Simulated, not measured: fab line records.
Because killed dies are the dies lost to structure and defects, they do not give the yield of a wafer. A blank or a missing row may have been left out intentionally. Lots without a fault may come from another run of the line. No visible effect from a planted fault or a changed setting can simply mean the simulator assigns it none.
Which tool was responsible? ; flow n5 finfet ; at 1 step of a route of 1938, 11 lots with 33 wafers sampled

== WHAT EACH GAUGE READ, for each wafer ==
N5_BEOL_M12_INSPECT_12: inspects for defects (macro).
lot;measured;on;raw defect count
L577;day 11 12:19;defect inspect-02;1 1 4
L579;day 11 19:17;defect inspect-01;1 3 4
L580;day 11 22:07;defect inspect-02;2 2 1
L582;day 12 00:51;defect inspect-02;3 2 2
L584;day 12 21:49;defect inspect-01;3 2 3
L586;day 13 15:43;defect inspect-02;1 4 4
L588;day 13 19:58;defect inspect-01;1 4 1
L587;day 13 20:29;defect inspect-02;2 3 3
L589;day 14 11:29;defect inspect-02;2 3 4
L596;day 16 09:23;defect inspect-01;2 0 2
L597;day 16 09:32;defect inspect-02;0 1 2

== EACH LOT AND THE TOOL THAT RAN IT (in order: tool; ch and the chambers of the sampled wafers; start) ==
Record: no process step prior to these readings.

== THE ANSWER, worked out from the rows above alone ==
Rule: what is usual is taken from the lots themselves. Put in order of their means at a reading, lots are off if they are a third of the lots or fewer, leave a main group of 4 or more, and stand apart from it by a gap of 3 or more times the standard deviation of the main group's means; of several such gaps the widest counts. The tables above print the reading to a certain number of digits; a main group whose means all agree to those digits is not used. A lot without any number at a reading at which 4 lots or more have one is off too. The other lots that the step has rows for count as sound.
No lot is off on any of the readings shown, so nothing can be concluded from this.

== WHAT THE SIMULATOR HAD INSERTED ==
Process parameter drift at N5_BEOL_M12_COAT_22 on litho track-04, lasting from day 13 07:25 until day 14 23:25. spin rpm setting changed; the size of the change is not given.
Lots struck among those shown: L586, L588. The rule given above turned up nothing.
